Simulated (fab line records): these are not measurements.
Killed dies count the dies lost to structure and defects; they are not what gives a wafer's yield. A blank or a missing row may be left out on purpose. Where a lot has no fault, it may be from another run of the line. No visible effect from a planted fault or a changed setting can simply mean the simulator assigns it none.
The same fault as seen by 2 desks -- flow n5-finfet -- numbers are kept per desk, each desk with only its own; the story behind them comes last

THE METROLOGY DESK
What the gauges read for every lot (on any tool): the sampled wafers with a number, averaged. Marked OUT: a lot whose mean sits more than 4 standard deviations from the usual mean, which makes it out of limits; the brackets give that distance. 7 of its 12 readings are shown, namely those furthest out on some lot.
Columns: A = cd-nm at N5_MOL_CONTACT_COAG_CD_MEAS_08, usual 28.00 nm; B = DIBL_N at N5_BEOL_M4_RC_MEAS_101, usual 35.7 mV/V; C = IOFF_P at N5_BEOL_M4_RC_MEAS_101, usual 0.20 nA/um; D = ION_P at N5_BEOL_M4_RC_MEAS_101, usual 461 uA/um; E = SS_P at N5_BEOL_M4_RC_MEAS_101, usual 73.1 mV/dec; F = VT_N at N5_BEOL_M4_RC_MEAS_101, usual 251 mV; G = VT_P at N5_BEOL_M4_RC_MEAS_101, usual -251 mV
lot,first seen here,A,B,C,D,E,F,G
L274,day 4 15:41,27.89,35.8,0.24,467,73.9,248,-246
L277,day 5 09:29,28.13,34.1,0.17,457,72.6,252,-253
L278,day 5 20:39,27.95,36.3,0.19,458,73.5,250,-254
L279,day 6 00:17,28.47,36.9,0.28,479,73.5,244,-243
L280,day 6 08:05,27.95,35.5,0.23,467,72.6,248,-247
L281,day 6 13:06,27.91,35.8,0.20,462,73.0,248,-250
L291,day 9 00:26,28.06,34.5,0.19,465,73.3,253,-250
L292,day 9 05:38,27.92,38.3,0.27,475,74.4,247,-245
L293,day 9 13:17,27.90,34.5,0.18,459,72.7,253,-253
L297,day 10 15:35,27.95,34.7,0.19,461,72.8,255,-251
This desk's verdict: no lot among the 10 shows anything out of limits.

DESK OF THE TOOL OWNER: ald-metal-01
The tool's own readings at N5_MOL_CONTACT_COAG_ALD_20 (deposits TiN, target thk 1.5 nm, pulse time 1 s, purge time 3 s): means of the sampled wafers that have a number, for each lot that ran on this tool. Marked OUT: a lot whose mean sits more than 4 standard deviations from the usual mean, which makes it out of limits; the brackets give that distance.
Columns: A = chamber-pressure-Torr at N5_MOL_CONTACT_COAG_ALD_20, usual 3.000 Torr; B = heater-power-outer-w at N5_MOL_CONTACT_COAG_ALD_20, usual 511 W; C = heater-power-w at N5_MOL_CONTACT_COAG_ALD_20, usual 834 W; D = precursor-pulse-height-rel at N5_MOL_CONTACT_COAG_ALD_20, usual 0.999
lot,first seen here,A,B,C,D
L274,day 4 16:49,2.995,555,904,0.987
L280,day 6 10:16,2.988,472,769,0.996
L291,day 9 03:30,3.002,546,846,1.005
L292,day 9 07:38,2.998,522,869,0.987
This desk's verdict: no lot among the 4 shows anything out of limits.

ALL TOGETHER
Nothing out of limits was seen by the metrology desk.
Nothing out of limits was seen by the tool owner's desk.

WHAT THE SIMULATOR PUT IN
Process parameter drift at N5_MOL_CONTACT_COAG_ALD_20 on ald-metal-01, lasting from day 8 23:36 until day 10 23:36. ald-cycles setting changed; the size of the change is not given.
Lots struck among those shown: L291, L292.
